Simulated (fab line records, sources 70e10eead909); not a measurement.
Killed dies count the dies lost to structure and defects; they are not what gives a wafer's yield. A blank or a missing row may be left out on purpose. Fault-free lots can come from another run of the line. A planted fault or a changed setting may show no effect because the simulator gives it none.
fab line records	flow nandHarc
record: lots: 24	wafers: 72	lastDay: 26
route steps=1159 shown A_CONTACT@863
lots that met no fault: from a run of the same line without faults
startH: hours from the record's first day to the start of the lot's first wafer shown	waitH: how many hours have passed since the lot's step before this one	" identical to the entry in the row above	L1.1+2: one row covering several wafers at once	- no value, or no start given	* or withheld: withheld	< > ~ a bound
route shown NAME@n: NAME is a module with steps in the file, n the number in the route of the first one	usual: mean/standard deviation of fault-free wafers	same: alike in all rows	chamber/n: place in a boat	sites: per-site readings	_std_site: standard deviation of those values	_edge_site: outer sites' mean less inner sites'	radiusMm: for every site, how far away it sits from the centre of the wafer	mask NAME#n: copy n	behind: tool/chamber where the wafer was last shaped	hold: the reason the lot was held/the length of the hold in hours/how it ended	device: which transistor (n, p or np) failed to switch	end of line: tests run on the same wafers once the route is complete	a step given without rows: its recipe and nothing more	killed: the dies lost at the first sort to structure and to defects; this is not the yield of the wafer	map: the dies of a wafer, with x for killed, . for not killed, _ for no die there
set.NAME: setting as actually run; set.NAME@STEP: the setting as run at that earlier step	model.NAME: the simulator's own value behind a step, which no gauge read
a sample of lots followed through the steps of the route, with each step as a table and each wafer as a row
services: from which hour (startH, from the record's first day; less than 0 if before it) a tool's chamber was out of use, for how many hours, and why
== steps ==
step: NHARC_A_CONTACT_ETCH_112
recipe: sourceW: withheld	pressureMtorr: 20	biasV: 3000	timeS: 94	targetDepthA: 9220	arFlowSccm: withheld	c4f8FlowSccm: withheld	o2FlowSccm: withheld	chemistry: C4F8/O2/Ar
usual: chamberPressureMTorr: 20.000/0.018
same: timeS: 94
lot.wafer	tool	chamber	startH	waitH	chamberPressureMTorr	rfHoursCounterH
L074.4	harCapEtch-01	1	387.15	0.2	20.015	-
L074.3	"	0	"	"	19.956	-
L074.5	"	1	"	"	20.004	-
L075.1	harCapEtch-02	1	394.36	0.2	20.013	8
L075.3	"	1	"	"	20.031	-
L075.6	"	0	"	"	20.006	-
L076.2	harCapEtch-03	1	395.40	0.2	20.005	81
L076.1	"	0	"	"	20.013	81
L076.5	"	1	"	"	20.001	-
L078.2	harCapEtch-03	0	412.03	0.2	19.998	86
L078.6	"	0	"	"	19.978	-
L078.5	"	1	"	"	20.028	-
L077.1	harCapEtch-02	0	421.23	0.2	19.996	14
L077.3	"	1	"	"	20.010	-
L077.5	"	0	"	"	19.993	-
L079.2	harCapEtch-03	0	427.92	0.2	19.971	88
L079.1	"	1	"	"	19.997	88
L079.6	"	1	"	"	20.009	-
L080.1	harCapEtch-01	1	430.21	0.2	20.014	59
L080.4	"	0	"	"	20.014	-
L080.5	"	1	"	"	20.000	-
L081.2	harCapEtch-02	0	433.86	0.2	19.984	17
L081.3	"	0	"	"	20.017	-
L081.4	"	1	"	"	20.023	-
L083.2	harCapEtch-03	0	436.80	0.1	20.007	89
L083.4	"	1	"	"	20.008	-
L083.5	"	1	"	"	19.997	-
L082.2	harCapEtch-02	0	437.16	0.2	19.986	18
L082.3	"	0	"	"	20.012	-
L082.6	"	0	"	"	20.034	-
L084.2	harCapEtch-01	1	467.66	0.2	20.008	65
L084.4	"	0	"	"	20.025	-
L084.6	"	1	"	"	19.969	-
L085.3	harCapEtch-03	0	473.01	0.1	20.006	-
L085.4	"	1	"	"	19.993	-
L085.5	"	0	"	"	19.987	-
L088.1	harCapEtch-02	0	473.50	0.1	20.030	22
L088.3	"	1	"	"	19.987	-
L088.6	"	1	"	"	20.025	-
L091.2	harCapEtch-03	1	478.19	0.2	20.025	95
L091.4	"	0	"	"	19.995	-
L091.3	"	1	"	"	19.980	-
L087.2	harCapEtch-01	0	491.40	0.1	20.016	69
L087.3	"	1	"	"	20.018	-
L087.5	"	1	"	"	19.986	-
L089.2	harCapEtch-01	0	497.12	0.2	19.985	70
L089.3	"	0	"	"	19.967	-
L089.4	"	1	"	"	20.010	-
L092.2	harCapEtch-03	0	502.20	0.2	19.996	99
L092.4	"	1	"	"	19.983	-
L092.5	"	0	"	"	20.025	-
L090.1	harCapEtch-02	1	506.86	0.2	20.013	28
L090.2	"	0	"	"	20.015	28
L090.5	"	0	"	"	19.964	-
L095.1	harCapEtch-01	1	509.94	0.1	20.002	73
L095.4	"	0	"	"	19.980	-
L095.5	"	1	"	"	19.994	-
L094.2	harCapEtch-02	1	512.15	0.2	19.987	29
L094.1	"	0	"	"	19.970	29
L094.3	"	1	"	"	19.997	-
L093.4	harCapEtch-01	1	512.35	0.1	19.999	-
L093.3	"	0	"	"	19.977	-
L093.6	"	0	"	"	20.006	-
L086.1	harCapEtch-03	1	514.74	0.2	19.996	102
L086.2	"	0	"	"	20.000	102
L086.6	"	0	"	"	20.003	-
L096.1	harCapEtch-01	1	524.38	0.2	19.968	79
L096.2	"	0	"	"	20.002	79
L096.4	"	1	"	"	19.990	-
L097.2	harCapEtch-02	1	526.59	0.2	20.008	34
L097.3	"	0	"	"	19.995	-
L097.5	"	1	"	"	20.022	-
step: NHARC_A_CONTACT_DEP_57
recipe: targetThkA: 28000	tempC: 400	material: aC
usual: susceptorTempC: 400.01/0.21	throttleValvePct: 35.001/0.0097
lot.wafer	tool	chamber	startH	waitH	susceptorTempC	throttleValvePct
L074.3	aclDep-01	0	393.34	-	400.21	34.997
L074.4	"	0	"	"	400.32	34.987
L074.5	"	0	"	"	400.39	35.006
L075.1	aclDep-01	0	398.08	-	400.24	35.008
L075.3	"	0	"	"	400.14	35.009
L075.6	"	0	"	"	399.91	35.012
L076.1	aclDep-02	0	399.80	-	399.94	35.004
L076.2	"	0	"	"	400.13	35.002
L076.5	"	0	"	"	399.93	35.004
L078.2	aclDep-01	0	417.04	-	399.99	35.002
L078.5	"	0	"	"	399.95	34.997
L078.6	"	0	"	"	399.96	34.998
L077.1	aclDep-01	0	425.17	-	399.68	35.019
L077.3	"	0	"	"	399.91	35.009
L077.5	"	0	"	"	400.05	34.989
L079.1	aclDep-01	0	430.76	-	-	34.993
L079.2	"	0	"	"	-	34.998
L079.6	"	0	432.18	-	-	34.988
L080.1	aclDep-03	0	434.06	-	-	34.996
L080.4	"	0	"	"	-	34.998
L080.5	"	0	"	"	-	35.005
L081.2	aclDep-01	0	437.66	-	-	35.013
L081.3	"	0	"	"	-	35.007
L081.4	"	0	"	"	-	35.008
L083.2	aclDep-03	0	441.87	-	-	34.999
L083.4	"	0	"	"	-	35.007
L083.5	"	0	"	"	-	34.999
L082.2	aclDep-02	0	442.91	-	400.22	35.002
L082.3	"	0	"	"	400.17	35.001
L082.6	"	0	"	"	400.25	34.995
L084.2	aclDep-02	0	471.16	-	399.87	34.978
L084.4	"	0	"	"	399.79	34.994
L084.6	"	0	"	"	400.24	34.981
L085.3	aclDep-02	0	478.28	-	399.79	34.986
L085.4	"	0	"	"	400.26	35.017
L085.5	"	0	"	"	399.89	35.005
L088.1	aclDep-02	0	479.44	-	-	34.977
L088.3	"	0	"	"	-	35.000
L088.6	"	0	"	"	-	34.995
L091.2	aclDep-03	0	486.82	-	400.09	34.999
L091.3	"	0	"	"	400.24	34.992
L091.4	"	0	"	"	399.99	35.012
L087.2	aclDep-03	0	494.65	-	400.27	34.992
L087.3	"	0	"	"	399.88	35.001
L087.5	"	0	"	"	400.14	35.019
L089.2	aclDep-01	0	502.60	-	400.11	35.004
L089.3	"	0	"	"	400.02	34.994
L089.4	"	0	"	"	400.03	35.009
L092.2	aclDep-03	0	507.73	-	399.93	34.988
L092.4	"	0	"	"	399.82	34.989
L092.5	"	0	"	"	399.48	35.010
L090.1	aclDep-02	0	512.12	-	400.56	35.017
L090.2	"	0	"	"	400.12	35.010
L090.5	"	0	"	"	400.22	34.986
L095.1	aclDep-03	0	512.68	-	399.87	35.004
L095.4	"	0	"	"	399.81	34.991
L095.5	"	0	"	"	399.78	35.006
L094.1	aclDep-03	0	515.33	-	399.71	34.992
L094.2	"	0	"	"	400.07	35.008
L094.3	"	0	"	"	400.00	34.992
L093.3	aclDep-02	0	515.86	-	399.85	35.021
L093.4	"	0	"	"	400.23	35.007
L093.6	"	0	"	"	400.04	35.001
L086.1	aclDep-02	0	517.51	-	-	34.999
L086.2	"	0	"	"	-	35.016
L086.6	"	0	518.93	-	-	34.997
L096.1	aclDep-03	0	528.96	-	-	35.012
L096.2	"	0	"	"	-	34.990
L096.4	"	0	"	"	-	35.001
L097.2	aclDep-02	0	531.25	-	399.98	34.998
L097.3	"	0	"	"	400.01	35.022
L097.5	"	0	"	"	400.14	35.005
step: NHARC_A_CONTACT_DEP_58
recipe: targetThkA: 600	targetThkNm: 60	tempC: 400	pressureTorr: 3.5	flowSccm: 200	rfW: 350	material: SiON
usual: heaterPowerOuterW: 439/77	heaterPowerW: 735/100	susceptorTempC: 399.99/0.21
lot.wafer	tool	chamber	startH	waitH	heaterPowerOuterW	heaterPowerW	susceptorTempC
L074.3	pecvd-02	2	394.51	0.9	474	765	399.77
L074.5	"	2	"	"	478	766	399.78
L074.4	"	1	"	"	359	604	399.84
L075.3	pecvd-01	1	400.22	1.3	539	813	399.84
L075.1	"	0	"	"	496	873	399.81
L075.6	"	2	"	"	428	712	400.07
L076.2	pecvd-02	1	401.56	1.2	336	580	400.16
L076.1	"	2	"	"	486	776	400.36
L076.5	"	0	"	"	405	748	400.37
L078.2	pecvd-02	0	418.51	1.2	385	725	399.76
L078.6	"	0	"	"	382	732	399.81
L078.5	"	1	"	"	351	596	399.93
L077.1	pecvd-02	2	427.18	1.7	542	882	400.04
L077.3	"	1	"	"	378	599	400.25
L077.5	"	2	"	"	543	844	399.80
L079.1	pecvd-02	1	432.68	1.6	381	627	400.00
L079.2	"	2	"	"	528	849	400.22
L079.6	"	2	"	"	531	838	399.97
L080.1	pecvd-04	1	435.82	1.5	376	675	400.02
L080.5	"	1	"	"	394	668	400.34
L080.4	"	2	"	"	464	811	399.75
L081.2	pecvd-04	0	439.10	1.2	452	711	400.01
L081.3	"	2	"	"	388	722	400.15
L081.4	"	2	"	"	383	708	400.04
L083.2	pecvd-02	1	443.32	1.2	351	590	399.78
L083.4	"	1	"	"	361	580	400.34
L083.5	"	2	"	"	530	829	399.87
L082.2	pecvd-01	0	444.37	1.2	533	935	399.65
L082.3	"	1	"	"	551	859	400.28
L082.6	"	1	"	"	564	838	400.23
L084.2	pecvd-02	2	472.61	1.2	486	768	399.87
L084.6	"	2	"	"	486	793	399.86
L084.4	"	0	"	"	363	698	400.08
L085.3	pecvd-02	1	479.52	0.9	361	606	399.84
L085.4	"	2	"	"	542	854	400.15
L085.5	"	0	"	"	352	678	399.87
L088.1	pecvd-02	0	481.17	1.4	390	734	399.97
L088.3	"	2	"	"	522	858	400.14
L088.6	"	0	"	"	386	733	399.67
L091.2	pecvd-04	2	488.31	1.2	434	753	400.03
L091.3	"	1	"	"	415	722	399.89
L091.4	"	2	"	"	424	781	400.06
L087.3	pecvd-01	0	496.11	0.9	540	927	399.92
L087.2	"	1	"	"	475	705	399.91
L087.5	"	0	"	"	550	931	400.25
L089.3	pecvd-02	0	504.06	0.9	360	675	399.81
L089.2	"	2	"	"	572	920	399.69
L089.4	"	2	"	"	588	941	399.74
L092.2	pecvd-04	2	509.22	1.2	455	793	399.89
L092.4	"	2	"	"	461	826	399.63
L092.5	"	0	"	"	400	631	400.23
L090.1	pecvd-04	0	513.91	1.5	461	722	400.09
L090.2	"	1	"	"	377	653	399.99
L090.5	"	1	"	"	389	669	400.11
L095.1	pecvd-01	0	514.50	1.5	473	835	399.86
L095.4	"	2	"	"	536	817	399.81
L095.5	"	0	"	"	492	849	399.58
L094.3	pecvd-01	2	517.08	0.9	539	877	399.93
L094.2	"	0	"	"	520	873	399.77
L094.1	"	1	"	"	448	703	400.18
L093.4	pecvd-04	1	517.15	0.7	402	697	400.30
L093.3	"	0	"	"	446	695	399.93
L093.6	"	0	"	"	445	710	400.01
L086.2	pecvd-01	2	519.28	1.2	535	848	399.69
L086.1	"	0	"	"	500	851	400.08
L086.6	"	1	"	"	566	809	399.81
L096.1	pecvd-04	1	530.83	1.6	329	583	400.20
L096.2	"	0	"	"	427	683	399.90
L096.4	"	2	"	"	477	832	399.83
L097.3	pecvd-02	0	532.70	0.9	326	657	399.99
L097.2	"	2	"	"	475	788	399.69
L097.5	"	2	"	"	500	756	400.03
step: NHARC_A_CONTACT_ETCH_78
recipe: targetDepthA: 28000	overEtchFrac: 0.3	timeS: 728	ionEnergyEv: 150	o2FlowSccm: 400	cosFlowSccm: 20	arFlowSccm: 0	rfW: 500	biasW: 300	chemistry: O2/COS
usual: chamberPressureMTorr: 19.997/0.019	drypumpMotorCurrentA: 5.7/0.48	oesProductAu: 1.002/0.0097	rfVppV: 313.8/2.3	showerheadPlenumPTorr: 3.10/0.15	throttleValvePct: 28.329/0.0082
same: timeS: 728
lot.wafer	tool	chamber	startH	waitH	chamberPressureMTorr	drypumpMotorCurrentA	oesProductAu	rfHoursCounterH	rfVppV	showerheadPlenumPTorr	throttleValvePct
L074.3	rieDiel-13	0	-	-	19.990	5.1	0.998	17	311.3	2.97	28.345
L074.4	"	2	"	"	20.005	6.2	1.001	18	311.0	2.89	28.338
L074.5	"	1	"	"	20.030	6.0	0.992	-	314.7	3.16	28.330
L075.1	rieDiel-13	1	-	-	20.006	6.0	0.996	19	315.2	3.16	28.343
L075.3	"	3	"	"	19.981	5.6	0.996	20	316.4	3.24	28.334
L075.6	"	1	"	"	20.000	6.0	0.999	-	313.5	3.16	28.336
L076.2	rieDiel-11	3	-	-	19.983	4.8	0.996	12	310.9	2.95	28.332
L076.1	"	0	"	"	20.016	5.9	1.005	12	310.5	2.91	28.331
L076.5	"	3	"	"	20.003	4.8	0.997	-	311.4	2.95	28.330
L078.2	rieDiel-08	3	-	-	20.017	5.1	1.001	33	312.5	2.99	28.337
L078.5	"	1	"	"	20.032	5.4	1.002	-	315.2	3.19	28.326
L078.6	"	2	"	"	20.006	4.8	1.005	-	315.8	3.26	28.312
L077.1	rieDiel-13	3	-	-	20.001	5.6	1.001	25	316.5	3.24	28.319
L077.3	"	1	"	"	20.012	6.0	0.989	24	314.2	3.15	28.332
L077.5	"	3	"	"	19.990	5.6	0.988	-	315.1	3.24	28.309
L079.2	rieDiel-13	2	-	-	19.983	6.2	1.005	26	311.5	2.89	28.326
L079.1	"	0	"	"	19.984	5.1	0.993	26	312.2	2.96	28.333
L079.6	"	1	"	"	19.968	6.1	0.998	-	314.6	3.15	28.335
L080.4	rieDiel-13	2	-	-	19.968	6.2	1.019	28	310.8	2.89	28.335
L080.1	"	3	"	"	20.004	5.6	1.002	27	316.2	3.23	28.322
L080.5	"	2	"	"	19.962	6.2	1.011	-	309.5	2.89	28.316
L081.4	rieDiel-13	2	-	-	19.990	6.2	1.002	28	309.7	2.89	28.330
L081.2	"	0	"	"	20.035	5.1	0.992	28	312.0	2.96	28.340
L081.3	"	1	"	"	19.980	6.1	0.987	28	313.7	3.15	28.336
L083.2	rieDiel-13	0	-	-	19.997	5.1	0.988	29	311.4	2.96	28.330
L083.4	"	3	"	"	20.023	5.6	0.999	29	316.2	3.23	28.326
L083.5	"	1	"	"	20.025	6.0	0.992	-	314.9	3.15	28.325
L082.2	rieDiel-11	1	-	-	20.007	6.4	0.998	31	313.2	3.03	28.325
L082.3	"	0	"	"	19.980	5.9	1.003	31	311.4	2.91	28.325
L082.6	"	1	"	"	19.978	6.4	0.997	-	313.7	3.03	28.343
L084.4	rieDiel-13	0	-	-	19.993	5.1	1.011	1	312.7	2.96	28.335
L084.2	"	1	"	"	19.985	6.0	1.006	2	314.7	3.15	28.333
L084.6	"	2	"	"	19.974	6.2	1.011	-	318.4	3.37	28.327
L085.4	rieDiel-11	3	-	-	19.980	4.9	1.009	43	311.1	2.94	28.338
L085.3	"	0	"	"	20.002	6.0	1.004	43	309.5	2.90	28.342
L085.5	"	1	"	"	19.979	6.4	1.000	-	312.4	3.03	28.328
L088.3	rieDiel-13	0	-	-	20.011	5.1	1.005	3	312.0	2.96	28.328
L088.1	"	2	"	"	20.020	6.2	1.014	4	317.4	3.37	28.326
L088.6	"	0	"	"	19.979	5.1	1.014	-	312.1	2.96	28.327
L091.4	rieDiel-08	2	-	-	19.955	4.9	1.002	0	314.7	3.24	28.341
L091.2	"	3	"	"	20.010	5.1	1.007	0	312.4	2.98	28.325
L091.3	"	1	"	"	20.008	5.4	0.996	0	316.1	3.18	28.322
L087.2	rieDiel-11	1	-	-	19.986	6.4	0.995	51	313.1	3.02	28.337
L087.3	"	2	"	"	19.999	6.0	0.988	50	312.1	3.05	28.328
L087.5	"	0	"	"	19.996	5.9	1.003	-	311.8	2.90	28.329
L089.4	rieDiel-13	0	-	-	19.985	5.1	1.015	6	310.9	2.96	28.337
L089.3	"	1	"	"	20.012	6.1	1.009	6	314.7	3.15	28.328
L089.2	"	3	"	"	19.995	5.6	0.999	7	314.7	3.23	28.326
L092.4	rieDiel-13	1	-	-	19.994	6.1	1.005	7	314.3	3.15	28.338
L092.2	"	2	"	"	20.038	6.2	1.033	8	316.7	3.37	28.331
L092.5	"	0	"	"	19.994	5.1	1.014	-	311.5	2.96	28.325
L090.1	rieDiel-13	2	-	-	19.987	6.2	1.020	10	318.2	3.37	28.324
L090.2	"	1	"	"	19.988	6.1	1.007	9	315.1	3.15	28.334
L090.5	"	3	"	"	20.010	5.6	0.996	-	314.1	3.23	28.325
L095.4	rieDiel-08	0	-	-	19.990	5.7	1.010	8	317.6	3.33	28.317
L095.1	"	3	"	"	19.980	5.1	0.987	9	312.3	2.98	28.333
L095.5	"	1	"	"	20.012	5.4	0.984	-	315.1	3.17	28.324
L094.2	rieDiel-11	1	-	-	20.000	6.4	0.999	57	312.6	3.02	28.333
L094.3	"	2	"	"	19.996	6.1	0.992	57	312.6	3.05	28.318
L094.1	"	3	"	"	20.022	4.9	0.992	59	311.9	2.93	28.340
L093.4	rieDiel-13	1	-	-	20.014	6.0	0.990	9	315.5	3.15	28.336
L093.3	"	2	"	"	20.007	6.3	1.025	10	318.6	3.37	28.335
L093.6	"	0	"	"	19.989	5.1	1.005	-	312.7	2.96	28.325
L086.1	rieDiel-13	3	-	-	20.023	5.6	1.017	11	316.0	3.23	28.333
L086.2	"	2	"	"	20.004	6.2	1.021	11	317.4	3.37	28.324
L086.6	"	0	"	"	20.014	5.1	1.018	-	311.4	2.96	28.316
L096.4	rieDiel-13	0	-	-	19.987	5.1	1.013	13	312.8	2.96	28.329
L096.2	"	1	"	"	19.981	6.0	0.994	13	312.6	3.14	28.338
L096.1	"	3	"	"	19.999	5.6	1.008	14	314.9	3.23	28.330
L097.2	rieDiel-13	1	-	-	19.980	6.0	0.991	14	315.3	3.14	28.322
L097.3	"	2	"	"	20.003	6.2	1.024	14	319.0	3.36	28.326
L097.5	"	1	"	"	20.001	6.0	1.003	-	313.9	3.14	28.328
step: NHARC_A_CONTACT_ETCH_88
recipe: targetDepthA: 390	overEtchFrac: 0.3	timeS: 65	ionEnergyEv: 80	cf4FlowSccm: 150	arFlowSccm: 0	rfW: 300	biasW: 100	chemistry: CF4
usual: chamberPressureMTorr: 50.00/0.047	drypumpMotorCurrentA: 5.5/0.5	oesProductAu: 1.000/0.01	rfVppV: 151.3/1.4	showerheadPlenumPTorr: 1.77/0.084	throttleValvePct: 13.284/0.0086
same: timeS: 65
lot.wafer	tool	chamber	startH	waitH	chamberPressureMTorr	drypumpMotorCurrentA	oesProductAu	rfHoursCounterH	rfVppV	showerheadPlenumPTorr	throttleValvePct
L074.4	rieDiel-08	2	403.92	0.1	50.03	4.8	1.001	34	152.0	1.85	13.271
L074.3	"	3	"	"	49.94	5.1	0.993	27	152.7	1.70	13.287
L074.5	"	2	"	"	49.99	4.8	0.995	-	152.5	1.85	13.293
L075.3	rieDiel-13	0	408.77	0.1	50.03	5.1	0.999	21	150.0	1.68	13.277
L075.1	"	2	"	"	50.06	6.2	1.005	21	150.1	1.64	13.287
L075.6	"	0	"	"	50.04	5.1	0.995	-	149.7	1.68	13.291
L076.1	rieDiel-13	2	409.92	0.1	49.96	6.2	1.005	21	150.6	1.64	13.311
L076.2	"	3	"	"	50.06	5.6	0.993	22	151.0	1.83	13.290
L076.5	"	3	"	"	49.92	5.6	1.004	-	152.3	1.83	13.282
L078.2	rieDiel-08	0	429.33	0.1	49.94	5.7	1.006	46	153.1	1.89	13.291
L078.5	"	1	"	"	50.06	5.4	1.014	-	152.2	1.81	13.296
L078.6	"	2	"	"	49.95	4.8	1.008	-	153.4	1.84	13.287
L077.3	rieDiel-11	1	436.16	0.2	49.98	6.4	1.001	26	151.2	1.72	13.287
L077.1	"	3	"	"	49.97	4.8	0.991	27	150.1	1.67	13.275
L077.5	"	1	"	"	50.01	6.4	0.996	-	150.0	1.72	13.293
L079.2	rieDiel-08	0	443.72	0.1	49.92	5.7	0.988	53	154.0	1.89	13.268
L079.1	"	2	"	"	50.07	4.8	1.010	54	151.6	1.84	13.285
L079.6	"	1	"	"	50.01	5.4	1.014	-	151.6	1.80	13.277
L080.1	rieDiel-08	1	445.12	0.1	49.96	5.4	1.008	49	153.0	1.80	13.295
L080.4	"	0	"	"	50.07	5.7	0.988	54	152.8	1.89	13.283
L080.5	"	1	"	"	50.05	5.4	1.001	-	152.0	1.80	13.286
L081.4	rieDiel-08	2	447.26	0.1	49.94	4.8	0.996	56	152.0	1.84	13.288
L081.2	"	3	"	"	49.93	5.1	0.994	49	150.0	1.69	13.287
L081.3	"	0	"	"	49.98	5.8	0.991	55	153.7	1.89	13.269
L083.4	rieDiel-13	1	452.62	0.1	50.05	6.0	0.980	30	151.1	1.78	13.280
L083.2	"	2	"	"	50.06	6.2	1.011	30	148.7	1.64	13.296
L083.5	"	3	"	"	49.94	5.6	0.999	-	151.8	1.83	13.262
L082.2	rieDiel-11	0	452.98	0.1	49.96	5.9	1.003	32	150.3	1.65	13.272
L082.3	"	3	"	"	50.00	4.8	0.999	33	149.9	1.67	13.287
L082.6	"	1	"	"	49.97	6.4	1.005	-	151.1	1.72	13.286
L084.4	rieDiel-13	2	485.35	0.1	49.88	6.2	1.021	4	153.9	1.91	13.292
L084.2	"	3	"	"	50.11	5.6	1.002	4	152.6	1.83	13.285
L084.6	"	3	"	"	50.01	5.6	1.009	-	152.6	1.83	13.293
L085.4	rieDiel-13	1	493.14	0.1	50.05	6.1	1.001	4	150.3	1.78	13.289
L085.3	"	2	"	"	50.01	6.2	1.011	5	152.8	1.91	13.289
L085.5	"	0	"	"	49.95	5.1	1.012	-	149.3	1.68	13.287
L088.3	rieDiel-08	2	493.50	0.1	49.95	4.8	1.006	1	152.7	1.84	13.278
L088.1	"	3	"	"	50.01	5.1	0.995	1	151.5	1.69	13.289
L088.6	"	0	"	"	50.05	5.7	1.000	-	154.5	1.89	13.271
L091.3	rieDiel-11	3	495.74	0.1	50.06	4.8	0.996	50	150.1	1.66	13.284
L091.2	"	0	"	"	50.02	5.9	0.995	50	149.2	1.64	13.282
L091.4	"	0	"	"	49.91	5.9	1.012	-	150.0	1.64	13.282
L087.2	rieDiel-13	2	506.34	0.1	50.02	6.2	1.023	7	155.0	1.91	13.275
L087.3	"	3	"	"	50.06	5.6	0.996	7	151.0	1.83	13.285
L087.5	"	2	"	"	49.98	6.2	1.019	-	153.0	1.91	13.286
L089.4	rieDiel-13	1	513.46	0.3	50.05	6.0	0.991	8	152.9	1.78	13.283
L089.3	"	2	"	"	49.95	6.2	1.008	8	152.2	1.91	13.291
L089.2	"	3	"	"	50.02	5.6	0.994	9	152.5	1.83	13.281
L092.2	rieDiel-11	1	516.99	0.1	49.96	6.4	0.976	57	148.6	1.71	13.275
L092.4	"	2	"	"	50.01	6.0	0.983	56	149.3	1.73	13.271
L092.5	"	0	"	"	49.97	5.9	1.006	-	148.1	1.64	13.299
L090.2	rieDiel-13	1	521.68	0.2	49.95	6.1	0.992	10	152.3	1.78	13.286
L090.1	"	0	"	"	50.00	5.1	1.005	11	148.8	1.68	13.278
L090.5	"	2	"	"	49.99	6.2	1.016	-	153.6	1.90	13.290
L095.4	rieDiel-08	2	523.15	0.1	50.03	4.8	0.988	12	152.5	1.83	13.296
L095.1	"	3	"	"	49.94	5.1	0.991	11	150.0	1.69	13.282
L095.5	"	2	"	"	49.97	4.8	0.994	-	151.3	1.83	13.280
L094.1	rieDiel-08	2	524.46	0.1	50.05	4.8	1.001	13	151.5	1.83	13.283
L094.2	"	3	"	"	49.94	5.1	1.004	12	151.5	1.69	13.280
L094.3	"	1	"	"	49.96	5.4	0.995	12	150.7	1.80	13.279
L093.4	rieDiel-08	2	525.81	0.1	50.03	4.8	0.999	13	151.3	1.83	13.284
L093.3	"	3	"	"	50.08	5.1	1.001	12	149.5	1.69	13.284
L093.6	"	2	"	"	49.94	4.8	0.997	-	152.2	1.83	13.297
L086.1	rieDiel-08	2	529.98	0.1	50.00	4.8	1.006	16	151.8	1.83	13.283
L086.2	"	3	"	"	49.96	5.1	1.020	15	151.6	1.69	13.272
L086.6	"	0	"	"	50.06	5.7	1.017	-	152.0	1.89	13.271
L096.2	rieDiel-11	1	538.89	0.1	50.02	6.4	0.989	66	152.4	1.71	13.290
L096.1	"	2	"	"	49.94	6.0	1.001	66	149.9	1.72	13.281
L096.4	"	0	"	"	49.91	5.9	1.000	68	149.1	1.64	13.265
L097.2	rieDiel-13	0	541.84	0.1	50.00	5.1	1.002	15	150.4	1.68	13.280
L097.3	"	1	"	"	50.00	6.0	0.997	15	150.3	1.78	13.282
L097.5	"	2	"	"	49.97	6.2	1.031	-	151.3	1.90	13.287
step: NHARC_A_CONTACT_ETCH_138
recipe: sourceW: withheld	pressureMtorr: 20	biasV: 3000	timeS: 132	targetDepthA: 12890	arFlowSccm: withheld	c4f8FlowSccm: withheld	o2FlowSccm: withheld	chemistry: C4F8/O2/Ar
usual: chamberPressureMTorr: 19.999/0.019
same: timeS: 132
lot.wafer	tool	chamber	startH	waitH	chamberPressureMTorr	rfHoursCounterH
L074.4	harCapEtch-01	0	405.90	0.2	20.012	-
L074.3	"	1	"	"	19.963	-
L074.5	"	1	"	"	19.974	-
L075.1	harCapEtch-01	0	410.52	0.1	19.974	58
L075.3	"	0	"	"	19.998	-
L075.6	"	0	"	"	20.021	-
L076.2	harCapEtch-02	0	411.39	0.1	19.945	14
L076.1	"	1	"	"	19.992	14
L076.5	"	0	"	"	20.000	-
L078.2	harCapEtch-03	0	432.31	0.1	20.020	89
L078.6	"	1	"	"	20.046	-
L078.5	"	0	"	"	19.990	-
L077.1	harCapEtch-03	1	438.69	0.1	20.028	91
L077.3	"	1	"	"	20.001	-
L077.5	"	1	"	"	20.000	-
L079.2	harCapEtch-02	0	445.41	0.1	20.027	20
L079.1	"	1	"	"	19.991	20
L079.6	"	0	"	"	20.026	-
L080.1	harCapEtch-03	0	446.68	0.1	19.978	93
L080.4	"	1	"	"	19.980	-
L080.5	"	1	"	"	19.984	-
L081.2	harCapEtch-03	0	448.72	0.1	20.053	94
L081.4	"	0	"	"	20.020	-
L081.3	"	1	"	"	20.028	-
L083.2	harCapEtch-01	1	454.39	0.1	20.013	65
L083.4	"	0	"	"	20.019	-
L083.5	"	1	"	"	19.971	-
L082.2	harCapEtch-02	0	456.09	0.1	19.964	22
L082.3	"	1	"	"	19.980	-
L082.6	"	0	"	"	19.983	-
L084.2	harCapEtch-03	0	486.85	0.1	19.990	97
L084.4	"	0	"	"	19.987	-
L084.6	"	1	"	"	20.007	-
L085.4	harCapEtch-03	0	494.64	0.1	19.977	-
L085.3	"	1	"	"	19.993	-
L085.5	"	1	"	"	19.986	-
L088.1	harCapEtch-02	0	494.99	0.1	20.048	26
L088.3	"	1	"	"	20.007	-
L088.6	"	1	"	"	20.001	-
L091.2	harCapEtch-03	1	497.71	0.1	19.994	98
L091.3	"	1	"	"	19.991	-
L091.4	"	0	"	"	19.992	-
L087.2	harCapEtch-03	0	507.84	0.1	19.998	100
L087.3	"	0	"	"	20.012	-
L087.5	"	1	"	"	19.983	-
L089.2	harCapEtch-02	0	515.32	0.1	19.966	31
L089.3	"	0	"	"	20.022	-
L089.4	"	1	"	"	20.004	-
L092.2	harCapEtch-03	1	518.44	0.1	20.007	103
L092.4	"	0	"	"	20.035	-
L092.5	"	0	"	"	19.991	-
L090.1	harCapEtch-01	1	523.16	0.1	20.024	78
L090.2	"	0	"	"	20.005	78
L090.5	"	1	"	"	19.991	-
L095.1	harCapEtch-02	0	524.64	0.1	19.981	34
L095.4	"	0	"	"	19.989	-
L095.5	"	1	"	"	19.999	-
L094.2	harCapEtch-03	1	526.23	0.1	20.020	105
L094.1	"	0	"	"	19.992	105
L094.3	"	1	"	"	19.997	-
L093.4	harCapEtch-01	1	527.48	0.1	19.965	-
L093.3	"	0	"	"	19.984	-
L093.6	"	0	"	"	19.999	-
L086.1	harCapEtch-01	1	531.50	0.1	19.987	81
L086.2	"	0	"	"	19.998	81
L086.6	"	0	"	"	20.009	-
L096.2	harCapEtch-02	1	540.36	0.1	19.997	37
L096.1	"	0	"	"	19.985	37
L096.4	"	0	"	"	19.961	-
L097.2	harCapEtch-02	1	543.34	0.1	20.020	38
L097.3	"	0	"	"	20.016	-
L097.5	"	1	"	"	19.978	-
== services ==
tool	chamber	startH	hours	kind
pecvd-02	1	367.30	3.6	repair
harCapEtch-01	-	367.74	0.2	repair
rieDiel-11	-	368.08	9.0	pm
rieDiel-08	3	368.91	2.4	repair
pecvd-04	-	376.26	13.0	pm
harCapEtch-01	-	380.24	0.8	repair
rieDiel-13	0	383.06	-	clean
rieDiel-13	1	383.06	-	clean
rieDiel-13	2	383.06	-	clean
pecvd-04	1	398.06	3.3	repair
aclDep-03	-	405.39	13.0	pm
pecvd-04	2	413.70	3.5	repair
pecvd-01	-	418.55	13.0	pm
rieDiel-13	-	453.08	9.0	pm
harCapEtch-01	-	461.43	0.5	repair
harCapEtch-03	-	467.09	0.3	repair
aclDep-01	-	476.26	13.0	pm
rieDiel-08	-	480.12	9.0	pm
rieDiel-11	1	492.62	4.0	repair
pecvd-02	-	500.09	1.1	repair
pecvd-04	2	512.59	11.9	repair
pecvd-02	-	515.15	13.0	pm
rieDiel-13	0	526.94	4.7	repair
aclDep-02	-	534.58	13.0	pm
== key ==
fault none
